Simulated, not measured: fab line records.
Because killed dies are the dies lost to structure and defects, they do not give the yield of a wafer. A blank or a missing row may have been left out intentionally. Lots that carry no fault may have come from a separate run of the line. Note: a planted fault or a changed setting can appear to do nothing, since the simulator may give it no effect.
fab line records	flow nand-harc
[record] lots = 14	wafers = 42	last-day = 34
route steps=1302 shown A_M0@1149
lots with no fault: from the same line, run without faults
start-h: hours from the record's opening day to when the first of the lot's shown wafers began	wait-h: how many hours have passed since the lot's step before this one	" repeats the value in the row above	L1.1+2: a single row standing in for several wafers	- value missing, or start not given	* or withheld: withheld	< > ~ a bound
route shown NAME@n: a module of which the file shows steps, and the number in the route of the first	usual: average and standard deviation across the fault-free wafers	same: alike in all rows	chamber/n: place in a boat	sites: readings site by site	_std_site: standard deviation across them	_edge_site: outer sites' mean less inner sites'	radius-mm: for every site, how far away it sits from the centre of the wafer	mask NAME#n: copy n	behind: the last tool/chamber to shape the wafer	hold: why the lot was held/for how many hours/how that ended	device: which transistor (n, p or np) failed to switch	end of line: the tests these same wafers got at the end of their route	a step given without rows: its recipe and nothing more	killed: the dies lost at the first sort to structure and to defects; this is not the yield of the wafer	map: the dies of a wafer, with x for killed, . for not killed, _ for no die there
set.NAME: the setting the step ran with; set.NAME@STEP: the setting that earlier step ran with	model.NAME: the simulator's own value behind a step, which no gauge read
the route's steps for a sample of lots (tables are steps, rows are wafers)
services: from which hour (start-h, from the record's first day; less than 0 if before it) a tool's chamber was out of use, for how many hours, and why
[[steps]]
[step NHARC_A_M0_INSPECT_11]
[usual] raw-defect-count = 83/33
lot.wafer	tool	chamber	start-h	wait-h	raw-defect-count
L775.3	defect-inspect-01	-	516.35	0.0	138
L775.5	"	-	"	"	125
L775.6	"	-	"	"	141
L777.2	defect-inspect-02	-	527.28	0.0	102
L777.3	"	-	"	"	83
L777.6	"	-	"	"	98
L776.2	defect-inspect-01	-	529.54	0.0	78
L776.5	"	-	"	"	70
L776.6	"	-	"	"	74
L786.2	defect-inspect-01	-	608.23	0.0	70
L786.3	"	-	"	"	62
L786.4	"	-	"	"	53
L783.2	defect-inspect-02	-	610.21	0.0	110
L783.4	"	-	"	"	133
L783.6	"	-	"	"	136
L787.2	defect-inspect-01	-	614.68	0.0	95
L787.4	"	-	"	"	102
L787.5	"	-	"	"	115
L790.1	defect-inspect-02	-	669.09	0.0	63
L790.2	"	-	"	"	90
L790.5	"	-	"	"	64
L788.1	defect-inspect-01	-	672.01	0.0	31
L788.2	"	-	"	"	27
L788.3	"	-	"	"	23
L789.1	defect-inspect-01	-	681.39	0.0	24
L789.2	"	-	"	"	29
L789.3	"	-	"	"	28
L792.1	defect-inspect-01	-	694.50	0.0	95
L792.3	"	-	"	"	90
L792.5	"	-	"	"	103
L793.1	defect-inspect-01	-	711.61	0.0	54
L793.4	"	-	"	"	80
L793.6	"	-	"	"	58
L795.3	defect-inspect-01	-	717.63	0.0	81
L795.4	"	-	"	"	75
L795.6	"	-	"	"	74
L798.3	defect-inspect-02	-	748.00	0.0	47
L798.4	"	-	"	"	59
L798.6	"	-	"	"	52
L797.2	defect-inspect-01	-	783.30	0.0	76
L797.3	"	-	"	"	70
L797.6	"	-	"	"	78
[step NHARC_A_M0_DESCUM_14]
[recipe] time-s = 3	o2-flow-sccm = 200	ar-flow-sccm = 0	bias-power-w = 0	chemistry = O2
[usual] drypump-motor-current-A = 5.7/0.49	oes-product-au = 0.997/0.0072	rf-vpp-V = 57.5/0.9	showerhead-plenum-p-Torr = 1.87/0.079	throttle-valve-pct = 11.311/0.0097
lot.wafer	tool	chamber	start-h	wait-h	drypump-motor-current-A	oes-product-au	rf-hours-counter-h	rf-vpp-V	showerhead-plenum-p-Torr	throttle-valve-pct
L775.3	rie-diel-05	1	516.42	0.1	6.2	0.986	4.3	57.1	1.81	11.320
L775.5	"	0	"	"	5.7	0.987	-	59.1	2.02	11.320
L775.6	"	1	"	"	6.2	0.989	-	56.9	1.81	11.317
L777.3	rie-diel-06	3	527.34	0.1	5.5	0.990	1.1	57.2	1.78	11.312
L777.2	"	1	"	"	6.4	0.994	1.4	57.8	1.81	11.312
L777.6	"	3	"	"	5.5	0.997	-	57.3	1.78	11.296
L776.2	rie-diel-05	2	529.61	0.1	6.2	1.006	5.4	58.9	1.84	11.306
L776.5	"	1	"	"	6.2	0.988	-	57.1	1.81	11.317
L776.6	"	2	"	"	6.1	0.998	-	58.2	1.84	11.318
L786.4	rie-diel-05	1	608.30	0.1	6.2	0.984	0.3	56.5	1.81	11.325
L786.2	"	2	"	"	6.2	0.998	0.3	56.5	1.84	11.314
L786.3	"	3	"	"	5.2	0.998	0.4	56.8	1.89	11.312
L783.2	rie-diel-05	3	610.28	0.1	5.2	0.987	0.5	56.8	1.89	11.306
L783.4	"	1	"	"	6.2	0.987	0.5	56.2	1.81	11.298
L783.6	"	3	"	"	5.2	0.995	-	58.6	1.89	11.317
L787.4	rie-diel-05	2	614.74	0.1	6.1	1.008	0.5	57.9	1.84	11.308
L787.2	"	1	"	"	6.2	1.001	0.6	58.2	1.81	11.311
L787.5	"	2	"	"	6.1	0.999	-	56.0	1.84	11.295
L790.2	rie-diel-05	0	669.16	0.1	5.8	1.009	2.3	58.3	2.02	11.311
L790.1	"	1	"	"	6.2	0.988	2.2	57.9	1.81	11.328
L790.5	"	3	"	"	5.2	1.005	-	56.4	1.89	11.303
L788.3	rie-diel-05	2	672.07	0.1	6.1	1.003	2.5	55.8	1.84	11.306
L788.1	"	0	"	"	5.7	0.998	2.3	59.2	2.02	11.301
L788.2	"	1	"	"	6.2	0.998	2.2	58.9	1.81	11.296
L789.2	rie-diel-06	2	681.45	0.1	5.0	1.021	0.2	58.7	1.95	11.321
L789.3	"	0	"	"	5.4	1.005	0.2	57.3	1.80	11.293
L789.1	"	1	"	"	6.4	0.989	0.2	57.2	1.81	11.303
L792.3	rie-diel-05	1	694.56	0.1	6.2	0.993	3.1	57.9	1.81	11.308
L792.1	"	2	"	"	6.1	0.994	3.3	57.7	1.84	11.313
L792.5	"	2	"	"	6.1	0.996	-	57.8	1.84	11.322
L793.1	rie-diel-13	0	711.67	0.1	5.1	1.003	0.0	56.3	1.82	11.319
L793.4	"	3	"	"	6.3	1.004	0.0	59.1	1.79	11.329
L793.6	"	0	"	"	5.1	1.004	-	57.5	1.82	11.291
L795.4	rie-diel-06	3	717.69	0.1	5.5	0.999	2.9	56.8	1.78	11.303
L795.3	"	2	"	"	5.0	1.006	3.0	57.4	1.95	11.305
L795.6	"	3	"	"	5.5	0.996	-	56.4	1.78	11.308
L798.4	rie-diel-06	2	748.06	0.1	5.0	1.004	7.1	58.4	1.94	11.295
L798.3	"	3	"	"	5.5	0.993	6.9	57.1	1.77	11.307
L798.6	"	3	"	"	5.5	0.987	-	55.8	1.77	11.294
L797.2	rie-diel-13	1	783.36	0.1	5.2	0.998	5.7	57.5	1.83	11.309
L797.3	"	2	"	"	5.0	0.999	5.6	58.2	1.92	11.307
L797.6	"	1	"	"	5.2	1.000	-	58.4	1.83	11.293
[step NHARC_A_M0_STRIP_18]
[recipe] power-w = 1000	n2-flow-sccm = 150	h2-flow-sccm = 150	ar-flow-sccm = 0	bias-w = 0	chemistry = N2/H2
[usual] drypump-motor-current-A = 5.6/0.54	n2-flow-sccm = 149.9/0.48	oes-product-au = 1.001/0.0087	rf-vpp-V = 90.3/0.91	showerhead-plenum-p-Torr = 1.97/0.078	throttle-valve-pct = 14.172/0.0094
lot.wafer	tool	chamber	start-h	wait-h	drypump-motor-current-A	n2-flow-sccm	oes-product-au	rf-hours-counter-h	rf-vpp-V	showerhead-plenum-p-Torr	throttle-valve-pct
L775.3	rie-diel-13	0	516.79	0.1	5.1	149.2	1.005	12	90.5	1.94	14.167
L775.6	"	0	"	"	5.1	149.9	0.994	-	90.7	1.94	14.170
L775.5	"	1	"	"	5.2	149.9	1.013	-	89.8	1.96	14.172
L777.2	rie-diel-05	3	527.71	0.1	5.2	149.9	0.995	5	91.4	2.02	14.184
L777.3	"	0	"	"	5.7	149.3	1.004	5	92.0	2.16	14.179
L777.6	"	0	"	"	5.7	150.4	1.003	-	91.6	2.16	14.179
L776.2	rie-diel-06	2	530.01	0.1	5.0	150.0	1.006	1	92.3	2.08	14.195
L776.6	"	1	"	"	6.4	149.9	1.001	-	90.6	1.93	14.160
L776.5	"	2	"	"	5.0	150.6	0.999	-	91.5	2.08	14.171
L786.3	rie-diel-05	1	608.66	0.1	6.2	150.0	0.993	0	92.3	1.93	14.164
L786.4	"	3	"	"	5.2	149.9	0.999	0	90.0	2.02	14.178
L786.2	"	0	"	"	5.8	150.1	0.996	0	91.4	2.16	14.171
L783.4	rie-diel-06	3	610.69	0.1	5.5	150.3	0.985	8	90.2	1.89	14.166
L783.2	"	0	"	"	5.5	149.6	0.998	8	89.7	1.91	14.183
L783.6	"	1	"	"	6.4	150.3	0.998	-	89.4	1.92	14.172
L787.4	rie-diel-06	0	615.11	0.1	5.4	149.7	0.984	8	91.4	1.91	14.171
L787.2	"	3	"	"	5.5	149.7	0.993	9	88.2	1.89	14.167
L787.5	"	0	"	"	5.5	149.6	0.991	-	89.5	1.91	14.168
L790.1	rie-diel-13	1	669.55	0.1	5.2	150.1	1.019	6	90.4	1.95	14.169
L790.2	"	3	"	"	6.3	150.6	1.013	6	90.3	1.90	14.164
L790.5	"	1	"	"	5.2	150.1	1.011	-	90.7	1.95	14.159
L788.3	rie-diel-13	3	672.45	0.1	6.3	150.8	0.991	6	88.7	1.90	14.165
L788.1	"	1	"	"	5.1	150.3	1.001	6	90.1	1.95	14.141
L788.2	"	2	"	"	5.0	150.1	1.003	5	90.3	2.04	14.176
L789.2	rie-diel-05	0	681.84	0.1	5.8	149.4	0.995	2	91.3	2.16	14.162
L789.1	"	1	"	"	6.2	149.6	1.004	2	91.7	1.92	14.175
L789.3	"	3	"	"	5.2	150.4	0.994	3	90.0	2.02	14.169
L792.1	rie-diel-06	2	694.96	0.1	5.0	149.9	1.001	1	90.0	2.08	14.171
L792.3	"	3	"	"	5.5	151.0	0.996	0	89.7	1.89	14.154
L792.5	"	1	"	"	6.4	149.4	0.988	-	89.5	1.92	14.161
L793.1	rie-diel-06	2	712.05	0.1	5.0	149.7	1.000	3	91.1	2.07	14.173
L793.4	"	0	"	"	5.4	149.7	0.992	3	89.2	1.91	14.162
L793.6	"	2	"	"	5.0	149.3	1.007	-	90.3	2.08	14.170
L795.4	rie-diel-06	1	718.06	0.1	6.4	149.6	0.990	3	88.9	1.92	14.178
L795.3	"	2	"	"	5.0	149.8	1.004	3	91.3	2.07	14.167
L795.6	"	2	"	"	5.0	149.7	1.011	-	89.2	2.08	14.167
L798.4	rie-diel-13	0	748.43	0.1	5.1	149.6	1.004	2	89.6	1.94	14.177
L798.3	"	2	"	"	5.0	149.6	0.994	3	91.6	2.04	14.166
L798.6	"	1	"	"	5.2	149.2	1.007	-	90.1	1.95	14.168
L797.3	rie-diel-06	1	783.74	0.1	6.4	150.2	0.997	8	89.8	1.92	14.177
L797.2	"	0	"	"	5.5	149.8	0.999	8	91.9	1.91	14.182
L797.6	"	2	"	"	5.0	149.1	0.997	-	90.9	2.07	14.174
[step NHARC_A_M0_DEP_32]
[recipe] target-thk-a = 300	temp-c = 370	target-thk-nm = 30	pressure-torr = 3	flow-sccm = 200	rf-w = 450	material = SiCN
[usual] chamber-pressure-Torr = 3.000/0.0061	heater-power-outer-w = 326/57	heater-power-w = 605/88
lot.wafer	tool	chamber	start-h	wait-h	chamber-pressure-Torr	heater-power-outer-w	heater-power-w
L775.3	pecvd-04	0	519.23	0.1	3.004	268	533
L775.5	"	1	"	"	3.003	340	584
L775.6	"	2	"	"	3.000	360	667
L777.3	pecvd-03	2	529.96	0.1	3.006	446	812
L777.2	"	0	"	"	3.000	312	581
L777.6	"	2	"	"	2.999	446	807
L776.2	pecvd-04	1	532.26	0.1	3.002	329	579
L776.6	"	1	"	"	3.003	335	583
L776.5	"	2	"	"	2.992	379	686
L786.3	pecvd-04	1	610.94	0.1	-	-	-
L786.2	"	0	"	"	-	-	-
L786.4	"	2	"	"	-	-	-
L783.2	pecvd-03	1	614.40	0.1	-	-	-
L783.4	"	0	"	"	-	-	-
L783.6	"	2	"	"	-	-	-
L787.2	pecvd-02	2	617.45	0.1	2.997	270	470
L787.4	"	1	"	"	3.000	301	614
L787.5	"	2	"	"	2.999	271	489
L790.2	pecvd-02	1	671.78	0.1	2.997	369	693
L790.1	"	2	"	"	3.017	326	554
L790.5	"	2	"	"	3.014	326	537
L788.1	pecvd-03	1	674.69	0.1	2.997	246	490
L788.2	"	2	"	"	2.993	349	681
L788.3	"	0	"	"	3.003	291	553
L789.2	pecvd-02	1	684.10	0.1	3.004	322	615
L789.1	"	2	"	"	2.990	314	538
L789.3	"	0	"	"	2.996	341	638
L792.1	pecvd-02	1	697.19	0.1	3.007	291	584
L792.3	"	0	"	"	2.998	424	741
L792.5	"	2	"	"	3.009	322	548
L793.1	pecvd-04	1	714.39	0.1	3.004	344	606
L793.4	"	2	"	"	3.002	361	690
L793.6	"	0	"	"	2.995	289	547
L795.3	pecvd-02	2	720.36	0.1	2.994	317	553
L795.6	"	2	"	"	2.993	322	555
L795.4	"	0	"	"	2.994	346	639
L798.3	pecvd-03	0	750.78	0.1	2.995	271	527
L798.4	"	2	"	"	3.011	419	794
L798.6	"	0	"	"	3.009	273	537
L797.3	pecvd-03	2	785.98	0.1	3.003	366	711
L797.2	"	0	"	"	2.999	253	508
L797.6	"	2	"	"	3.010	367	718
[[services]]
tool	chamber	start-h	hours	kind
pecvd-03	-	501.58	6.1	repair
pecvd-02	-	515.73	1.5	repair
rie-diel-13	-	519.00	9.0	pm
pecvd-03	1	522.78	4.3	repair
pecvd-04	-	525.46	1.0	repair
pecvd-04	-	533.62	0.5	repair
rie-diel-05	2	537.24	7.2	repair
rie-diel-13	-	541.21	0.1	repair
pecvd-03	-	547.24	13.0	pm
rie-diel-13	1	547.43	2.7	repair
rie-diel-06	2	562.81	5.6	repair
rie-diel-13	2	577.55	21.9	repair
rie-diel-05	-	583.60	9.0	pm
pecvd-02	-	589.35	13.0	pm
pecvd-04	-	605.56	0.6	repair
rie-diel-06	1	648.42	4.4	repair
rie-diel-06	-	661.20	9.0	pm
rie-diel-06	3	673.63	5.6	repair
rie-diel-13	-	696.00	9.0	pm
pecvd-03	-	728.24	13.0	pm
rie-diel-05	0	735.03	2.0	repair
rie-diel-05	-	760.60	9.0	pm
pecvd-02	-	770.35	13.0	pm
rie-diel-05	0	778.20	8.0	repair
[[key]]
[first-sign] step = NHARC_A_M0_DEP_32	reading = tool-record	direction = missing
effect none on later readings
met-at NHARC_A_M0_DEP_32
struck-lots L783,L786
sort-left-out L783.2,L783.4,L783.6,L786.2,L786.3,L786.4
not-acting-at NHARC_A_M0_INSPECT_11,NHARC_A_M0_DESCUM_14,NHARC_A_M0_STRIP_18
onset-between 532.26 610.94
[fault] kind = skipped-step-whole	tool = pecvd-03,pecvd-04	chamber = -	onset-h = 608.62	steps = NHARC_A_M0_DEP_32	scope = struck-lots-only
// sort-left-out: the simulated sort isn't trusted on such a fault, so these wafers' sort isn't shown, and their yield isn't known
